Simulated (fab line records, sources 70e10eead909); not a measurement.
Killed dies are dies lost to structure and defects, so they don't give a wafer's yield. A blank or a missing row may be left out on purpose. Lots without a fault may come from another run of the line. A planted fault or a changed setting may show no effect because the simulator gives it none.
Which tool did it? | flow nand_harc | 14 lots, 42 wafers sampled, at 4 steps of a route of 1302

WHAT THE GAUGES READ, wafer by wafer
The record holds no reading of a measuring or inspecting step that can be judged against a usual standard deviation.

WHICH TOOL RAN EACH LOT (tool, then ch and the chambers of the sampled wafers, then the start)
lot  | NHARC_A_STAIRCASE_TRIM_226                    | NHARC_A_STAIRCASE_TRIM_229         | NHARC_A_STAIRCASE_TRIM_233                    | NHARC_A_STAIRCASE_DEP_259
L922 | rie_diel-05 ch 1,2,3, day 16 00:25 or earlier | rie_diel-05 ch 2,3, day 16 00:25   | rie_diel-05 ch 0,1,3, day 16 07:40 or earlier | pecvd-01 ch 0,1,2, day 16 07:40
L923 | rie_diel-05 ch 2,3, day 17 00:35 or earlier   | rie_diel-05 ch 1,2,3, day 17 00:35 | rie_diel-05 ch 0,1,2, day 17 08:45 or earlier | pecvd-02 ch 0,2, day 17 08:45
L924 | rie_diel-08 ch 0,1,3, day 17 07:09 or earlier | rie_diel-13 ch 0,3, day 17 07:09   | rie_diel-13 ch 0,1,2, day 17 12:34 or earlier | pecvd-04 ch 0,2, day 17 12:34
L926 | rie_diel-13 ch 0,1,2, day 17 20:38 or earlier | rie_diel-05 ch 2,3, day 17 20:38   | rie_diel-05 ch 0,1,3, day 17 21:12            | pecvd-04 ch 0,1,2, day 18 04:38
L927 | rie_diel-05 ch 1,2,3, day 18 19:48 or earlier | rie_diel-08 ch 0,2,3, day 18 19:48 | rie_diel-08 ch 0,1,2, day 19 01:12 or earlier | pecvd-01 ch 0,1, day 19 01:12
L928 | rie_diel-08 ch 0,1,3, day 18 22:46 or earlier | rie_diel-13 ch 0,1, day 18 22:46   | rie_diel-13 ch 2,3, day 19 08:04 or earlier   | pecvd-01 ch 0,1,2, day 19 08:04
L929 | rie_diel-08 ch 0,1,3, day 19 11:20 or earlier | rie_diel-13 ch 0,3, day 19 11:20   | rie_diel-13 ch 1,2,3, day 19 18:11 or earlier | pecvd-04 ch 0,2, day 19 18:11
L931 | rie_diel-13 ch 0,2,3, day 20 08:05 or earlier | rie_diel-08 ch 1,2,3, day 20 08:05 | rie_diel-08 ch 0,1,3, day 20 15:46 or earlier | pecvd-02 ch 0,1,2, day 20 15:46
L936 | rie_diel-05 ch 2,3, day 22 02:23 or earlier   | rie_diel-08 ch 0,1, day 22 02:23   | rie_diel-08 ch 2,3, day 22 08:49 or earlier   | pecvd-02 ch 0,2, day 22 08:49
L938 | rie_diel-08 ch 2,3, day 22 16:57 or earlier   | rie_diel-08 ch 2,3, day 22 16:57   | rie_diel-08 ch 1,2, day 22 23:59 or earlier   | pecvd-02 ch 0,1, day 22 23:59
L937 | rie_diel-05 ch 0,1,3, day 22 19:31 or earlier | rie_diel-05 ch 0,1,2, day 22 19:31 | rie_diel-05 ch 0,1,3, day 23 01:25 or earlier | pecvd-04 ch 0,1,2, day 23 01:25
L941 | rie_diel-13 ch 0,2,3, day 23 12:22 or earlier | rie_diel-13 ch 1,2, day 23 12:22   | rie_diel-13 ch 2,3, day 23 17:44 or earlier   | pecvd-01 ch 0,2, day 23 17:44
L942 | rie_diel-08 ch 0,2,3, day 24 14:42 or earlier | rie_diel-13 ch 0,2, day 24 14:42   | rie_diel-13 ch 0,1,3, day 24 21:11 or earlier | pecvd-01 ch 0,1, day 24 21:11
L945 | rie_diel-05 ch 1,2, day 25 04:35 or earlier   | rie_diel-05 ch 0,1,2, day 25 04:35 | rie_diel-05 ch 0,1,3, day 25 10:01 or earlier | pecvd-04 ch 1,2, day 25 10:01
- NHARC_A_STAIRCASE_TRIM_226: chemistry O2, time 211.2 s.
- NHARC_A_STAIRCASE_TRIM_229: chemistry O2, time 211.2 s.
- NHARC_A_STAIRCASE_TRIM_233: chemistry O2, time 211.2 s.
- NHARC_A_STAIRCASE_DEP_259: deposits SiON, target thk 30 nm.

WHAT THE TOOLS THEMSELVES READ (means of the sampled wafers that have a number; where no wafer has one, the mark that the record gives instead)
NHARC_A_STAIRCASE_TRIM_226. Usual: chamber_pressure_mTorr 60.00 mTorr, standard deviation 0.054; drypump_motor_current_A 5.6 A, standard deviation 0.51; oes_product_au 0.999 a.u., standard deviation 0.0087; rf_vpp_V 57.7 V, standard deviation 0.88; showerhead_plenum_p_Torr 3.50 Torr, standard deviation 0.13; throttle_valve_pct 17.036 %, standard deviation 0.0092.
lot  | tool        | chamber_pressure_mTorr (mTorr) | drypump_motor_current_A (A) | oes_product_au (a.u.) | rf_vpp_V (V) | showerhead_plenum_p_Torr (Torr) | throttle_valve_pct (%) | flag
L922 | rie_diel-05 | 60.02                          | 5.3                         | 1.016                 | 57.7         | 3.45                            | 17.027                 |
L923 | rie_diel-05 | 59.98                          | 5.1                         | 1.015                 | 57.4         | 3.46                            | 17.038                 |
L924 | rie_diel-08 | 60.05                          | 6.1                         | 1.001                 | 57.6         | 3.50                            | 17.042                 |
L926 | rie_diel-13 | 60.07                          | 5.6                         | 1.007                 | 57.3         | 3.54                            | 17.034                 |
L927 | rie_diel-05 | 59.95                          | 5.2                         | 0.987                 | 57.8         | 3.44                            | 17.027                 |
L928 | rie_diel-08 | 60.02                          | 6.1                         | 1.001                 | 57.6         | 3.50                            | 17.034                 |
L929 | rie_diel-08 | 60.00                          | 6.1                         | 0.994                 | 58.0         | 3.50                            | 17.037                 |
L931 | rie_diel-13 | 59.98                          | 5.6                         | 0.984                 | 57.3         | 3.42                            | 17.033                 |
L936 | rie_diel-05 | 59.99                          | 5.2                         | 0.999                 | 57.6         | 3.46                            | 17.041                 |
L938 | rie_diel-08 | 60.02                          | 5.9                         | 1.005                 | 57.9         | 3.71                            | 17.033                 |
L937 | rie_diel-05 | 60.00                          | 5.4                         | 0.999                 | 56.8         | 3.44                            | 17.028                 |
L941 | rie_diel-13 | 59.98                          | 5.6                         | 0.989                 | 56.7         | 3.40                            | 17.036                 |
L942 | rie_diel-08 | 59.96                          | 5.8                         | 1.003                 | 58.5         | 3.63                            | 17.030                 |
L945 | rie_diel-05 | 60.03                          | 5.2                         | 0.999                 | 56.7         | 3.39                            | 17.046                 |

NHARC_A_STAIRCASE_TRIM_229. Usual: chamber_pressure_mTorr 60.00 mTorr, standard deviation 0.063; drypump_motor_current_A 5.6 A, standard deviation 0.52; oes_product_au 1.000 a.u., standard deviation 0.007; rf_vpp_V 57.7 V, standard deviation 0.85; showerhead_plenum_p_Torr 3.50 Torr, standard deviation 0.13; throttle_valve_pct 17.037 %, standard deviation 0.0087.
lot  | tool        | chamber_pressure_mTorr (mTorr) | drypump_motor_current_A (A) | oes_product_au (a.u.) | rf_vpp_V (V) | showerhead_plenum_p_Torr (Torr) | throttle_valve_pct (%) | flag
L922 | rie_diel-05 | 59.97                          | 5.2                         | 1.010                 | 57.2         | 3.49                            | 17.034                 |
L923 | rie_diel-05 | 60.05                          | 5.3                         | 1.013                 | 57.3         | 3.45                            | 17.037                 |
L924 | rie_diel-13 | 59.99                          | 6.0                         | 0.999                 | 56.3         | 3.42                            | 17.035                 |
L926 | rie_diel-05 | 60.00                          | 5.2                         | 1.009                 | 57.4         | 3.48                            | 17.038                 |
L927 | rie_diel-08 | 60.03                          | 5.8                         | 1.005                 | 58.9         | 3.65                            | 17.043                 |
L928 | rie_diel-13 | 60.04                          | 5.7                         | 1.001                 | 58.1         | 3.63                            | 17.036                 |
L929 | rie_diel-13 | 60.04                          | 6.0                         | 1.005                 | 57.5         | 3.41                            | 17.035                 |
L931 | rie_diel-08 | 60.04                          | 6.2                         | 0.993                 | 57.5         | 3.56                            | 17.039                 |
L936 | rie_diel-08 | 59.93                          | 6.1                         | 0.995                 | 58.2         | 3.40                            | 17.043                 |
L938 | rie_diel-08 | 60.06                          | 6.2                         | 0.992                 | 58.8         | 3.64                            | 17.032                 |
L937 | rie_diel-05 | 59.92                          | 5.3                         | 0.997                 | 58.4         | 3.42                            | 17.041                 |
L941 | rie_diel-13 | 59.98                          | 5.3                         | 0.993                 | 58.7         | 3.62                            | 17.040                 |
L942 | rie_diel-13 | 59.94                          | 6.0                         | 1.000                 | 58.2         | 3.41                            | 17.037                 |
L945 | rie_diel-05 | 59.95                          | 5.3                         | 0.997                 | 57.8         | 3.41                            | 17.041                 |

NHARC_A_STAIRCASE_TRIM_233. Usual: chamber_pressure_mTorr 60.00 mTorr, standard deviation 0.052; drypump_motor_current_A 5.6 A, standard deviation 0.5; oes_product_au 1.000 a.u., standard deviation 0.0085; rf_vpp_V 57.7 V, standard deviation 0.93; showerhead_plenum_p_Torr 3.49 Torr, standard deviation 0.13; throttle_valve_pct 17.037 %, standard deviation 0.0091.
lot  | tool        | chamber_pressure_mTorr (mTorr) | drypump_motor_current_A (A) | oes_product_au (a.u.) | rf_vpp_V (V) | showerhead_plenum_p_Torr (Torr) | throttle_valve_pct (%) | flag
L922 | rie_diel-05 | 59.98                          | 5.4                         | 1.013                 | 56.9         | 3.47                            | 17.033                 |
L923 | rie_diel-05 | 59.99                          | 5.3                         | 1.011                 | 57.2         | 3.44                            | 17.031                 |
L924 | rie_diel-13 | 59.97                          | 5.6                         | 0.994                 | 58.5         | 3.54                            | 17.042                 |
L926 | rie_diel-05 | 59.99                          | 5.4                         | 1.009                 | 58.6         | 3.46                            | 17.031                 |
L927 | rie_diel-08 | 59.99                          | 5.8                         | 0.995                 | 58.5         | 3.57                            | 17.037                 |
L928 | rie_diel-13 | 60.03                          | 5.2                         | 0.997                 | 57.0         | 3.41                            | 17.037                 |
L929 | rie_diel-13 | 60.08                          | 5.2                         | 1.000                 | 57.7         | 3.53                            | 17.036                 |
L931 | rie_diel-08 | 59.98                          | 6.1                         | 0.996                 | 57.6         | 3.49                            | 17.040                 |
L936 | rie_diel-08 | 59.97                          | 5.8                         | 0.997                 | 57.7         | 3.72                            | 17.043                 |
L938 | rie_diel-08 | 59.98                          | 6.3                         | 0.995                 | 57.5         | 3.47                            | 17.037                 |
L937 | rie_diel-05 | 59.94                          | 5.4                         | 0.996                 | 57.4         | 3.44                            | 17.030                 |
L941 | rie_diel-13 | 60.01                          | 5.3                         | 0.992                 | 57.7         | 3.41                            | 17.038                 |
L942 | rie_diel-13 | 60.02                          | 5.6                         | 0.991                 | 57.7         | 3.49                            | 17.033                 |
L945 | rie_diel-05 | 59.97                          | 5.4                         | 1.004                 | 57.1         | 3.43                            | 17.032                 |

NHARC_A_STAIRCASE_DEP_259. Usual: heater_power_w 767 W, standard deviation 88; rf_fwd_power_W 348.8 W, standard deviation 1.1; showerhead_vpp_V 1170 V, standard deviation 44; susceptor_temp_C 400.05 C, standard deviation 0.23.
lot  | tool     | heater_power_w (W) | rf_fwd_power_W (W) | showerhead_vpp_V (V) | susceptor_temp_C (C) | flag
L922 | pecvd-01 | 745                | 348.6              | 1153                 | 400.27               |
L923 | pecvd-02 | 749                | 349.1              | 1149                 | 399.93               |
L924 | pecvd-04 | 814                | 348.9              | 1179                 | 400.32               |
L926 | pecvd-04 | 818                | 349.5              | 1158                 | 399.74               |
L927 | pecvd-01 | 690                | 347.8              | 1182                 | 400.06               |
L928 | pecvd-01 | 773                | 349.2              | 1152                 | 400.03               |
L929 | pecvd-04 | 796                | 349.4              | 1134                 | 400.00               |
L931 | pecvd-02 | 774                | 347.8              | 1198                 | 399.96               |
L936 | pecvd-02 | 772                | 395.3              | 1241                 | 400.09               | OFF
L938 | pecvd-02 | 701                | 395.9              | 1281                 | 399.91               | OFF
L937 | pecvd-04 | 788                | 349.4              | 1165                 | 399.80               |
L941 | pecvd-01 | 742                | 348.6              | 1148                 | 400.23               |
L942 | pecvd-01 | 712                | 348.7              | 1152                 | 400.12               |
L945 | pecvd-04 | 802                | 349.9              | 1178                 | 400.15               |

THE ANSWER, worked out from the rows above alone
Rule: a lot is off if the mean of its wafers that have a number lies more than 3 standard deviations from the usual mean. A lot without any number at a reading at which 4 lots or more have one is off too. The other lots that the step has rows for count as sound. The gauges are gone through in route order, then the tools' own readings, and for those a lot's mean is taken as printed above. The first step at which some lot is off is used, and at that step the reading that is off furthest; a lot without a number counts as furthest.
Off: L936, L938, at NHARC_A_STAIRCASE_DEP_259 (rf_fwd_power_W).
A tool fits if, at that step or a process step before it, it ran every lot that is off, and no sound lot after the first of them. NHARC_A_STAIRCASE_TRIM_226 gives no start for some lots, so the hours and the order of its lots are those of NHARC_A_STAIRCASE_TRIM_229. NHARC_A_STAIRCASE_TRIM_233 gives no start for some lots, so the hours and the order of its lots are those of NHARC_A_STAIRCASE_DEP_259. Can't be told from this: 2 tools fit, rie_diel-08 at NHARC_A_STAIRCASE_TRIM_229 and NHARC_A_STAIRCASE_TRIM_233, pecvd-02 at NHARC_A_STAIRCASE_DEP_259.

WHAT THE SIMULATOR HAD PUT IN
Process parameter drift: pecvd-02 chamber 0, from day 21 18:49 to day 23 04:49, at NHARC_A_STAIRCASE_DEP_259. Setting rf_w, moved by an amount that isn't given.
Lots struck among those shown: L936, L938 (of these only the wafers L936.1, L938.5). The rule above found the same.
